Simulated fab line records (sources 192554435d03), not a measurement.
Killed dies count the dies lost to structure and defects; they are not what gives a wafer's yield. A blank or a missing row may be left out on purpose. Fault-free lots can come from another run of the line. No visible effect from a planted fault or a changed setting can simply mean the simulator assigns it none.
Struck lot and sound lot, side by side    flow n5Finfet    36 steps out of a route of 1938
Sound: wafers L411.1, L411.2, L411.6. Struck: wafer L414.5 (left out: L414.2, L414.4 of the same lot, which were not struck); the cause appears at the end.
Per side, at each step with rows, come the tool, then ch with its chambers, and then its first start. Under that, the readings that differ: sound wafers    struck wafers    difference of the means    sigmas: that difference in standard deviations of wafers without a fault.
alike: a reading whose means differ by less than 2 such deviations, as well as words and numbers matching on both sides. not compared: withheld readings; readings where some wafer has no value; bounds like >300 that might hide an equal value; numbers whose values overlap and for which the record gives no deviation.
Wherever a step has rows on one side only, a row that says differs or no value, or a row with sigmas, the two part there. When numbers do not overlap yet have no deviation, they are printed without sigmas and do not part them. Lack of a reading on every wafer of one side parts them only where that side has two or more wafers.

first, 9 steps without rows for these wafers: N5_BEOL_M13_PRE_CLEAN_42 (time 30 s); N5_BEOL_M13_SPUTTER_43 (material TaN, target thk 15 nm, time 24.19 s); N5_BEOL_M13_SPUTTER_44 (material Ta, target thk 10 nm, time 16.13 s); N5_BEOL_M13_SPUTTER_45 (material Cu, target thk 80 nm, time 13.33 s); N5_BEOL_M13_ECD_47 (material Cu, target thk 936 nm); N5_BEOL_M13_ANNEAL_48 (time 90 s); N5_BEOL_M13_CMP_49 (polishes, stops on SiOC, t overpolish 17.1 s, target thk 420 nm); N5_BEOL_M13_PRE_CLEAN_52 (time 15 s); N5_BEOL_M13_DEP_53 (deposits SiCN from 3MS/NH3, target thk 50 nm, time 17.8 s).
N5_BEOL_M14_ILD_DEP_00: deposits SiO2 from TEOS/O2, target thk 1119.3 nm, time 237.4 s.
  sound on pecvd-04 ch 0,2, day 17 23:38; struck on pecvd-01 ch 1, day 18 12:59
reading                                       sound                 struck  difference  sigmas
susceptorTempC (C)                            400.28 400.21 400.20  389.29  -10.94      -52
model.SiO2_of_BEOL_M14_ILD_DEP_00.thkNm (nm)  1111 1110 1128        1196    +80         
  alike: heaterPowerW, showerheadPlenumPTorr, throttleValvePct
  not compared: sinceWetCleanH
N5_BEOL_M14_THK_MEAS_01:
  sound: filmMetro-02 at day 17 23:54; struck: filmMetro-01 at day 18 13:10
reading           sound           struck  difference  sigmas
M14_ILD_THK (nm)  1110 1110 1128  1196    +80         +5
then, 10 steps without rows for these wafers: N5_BEOL_M14_COAT_58 (time 60 s, resist thk 89 nm); N5_BEOL_M14_COAT_04 (resist thk 800 nm); N5_BEOL_M14_EBR_06; N5_BEOL_M14_SOFTBAKE_05 (time 60 s); N5_BEOL_M14_EXPOSE_07 (exposes mask V13); N5_BEOL_M14_PEB_08 (peb time 90 s); N5_BEOL_M14_DEVELOP_09 (develop time 45 s); N5_BEOL_M14_HARDBAKE_14 (time 120 s); N5_BEOL_M14_DESCUM_15 (chemistry O2, time 7.9 s); N5_BEOL_M14_ETCH_59 (etches BARC in N2/H2, target depth 89 nm, overetch 26.7 nm, time 67.9 s).
N5_BEOL_M14_VIA_ETCH_16: etches SiO2 in C4F8/O2/Ar, target depth 1231.3 nm.
  sound on rieDiel-05 ch 0,1,3, day 18 00:31; struck on rieDiel-01 ch 1, day 18 13:46
reading                                    sound              struck  difference  sigmas
mfcArSccm (sccm)                           398.3 399.0 398.0  400.9   +2.5        +2
model.etch.depthNm (nm)                    1111 1110 1128     1196    +80         
model.coat_of_BEOL_M14_COAT_04.thkNm (nm)  461 462 456.8      434.4   -25.5       
  alike: drypumpMotorCurrentA, oesProductAu, rfVppV, showerheadPlenumPTorr, throttleValvePct
then, 13 steps without rows for these wafers: N5_BEOL_M14_STRIP_63 (strips in O2); N5_BEOL_M14_STRIP_64 (strips in O2); N5_BEOL_M14_STRIP_71 (strips in post etch residue remover, time 60 s); N5_BEOL_M14_SRD_72 (time 30 s, dry time 30 s); N5_BEOL_M14_COAT_65 (time 60 s, resist thk 450 nm); N5_BEOL_M14_COAT_66 (time 60 s, resist thk 110 nm); N5_BEOL_M14_COAT_22 (resist thk 300 nm); N5_BEOL_M14_EBR_24; N5_BEOL_M14_SOFTBAKE_23 (time 60 s); N5_BEOL_M14_EXPOSE_25 (exposes mask M14, target cd 280 nm); N5_BEOL_M14_PEB_26 (peb time 90 s); N5_BEOL_M14_DEVELOP_27 (develop time 45 s); N5_BEOL_M14_HARDBAKE_32 (time 120 s).
N5_BEOL_M14_CMP_49: polishes, stops on SiO2, t overpolish 5.2 s, target thk 560 nm.
  sound on cmp-04 ch 1,2, day 18 04:40; struck on cmp-02 ch 0, day 18 20:31
reading                                       sound           struck  difference  sigmas
model.SiO2_of_BEOL_M14_ILD_DEP_00.thkNm (nm)  1029 1028 1047  1117    +82         
  alike: motorCurrentA

== WHERE THEY PART ==
Last at N5_BEOL_M14_VIA_ETCH_16 as far as this record goes, first at N5_BEOL_M14_ILD_DEP_00. Later steps at which nothing parts them and some readings are alike: N5_BEOL_M14_CMP_49.

WHY: the cause the simulator had injected
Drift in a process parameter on pecvd-01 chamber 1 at N5_BEOL_M14_ILD_DEP_00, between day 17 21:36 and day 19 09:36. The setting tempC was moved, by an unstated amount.
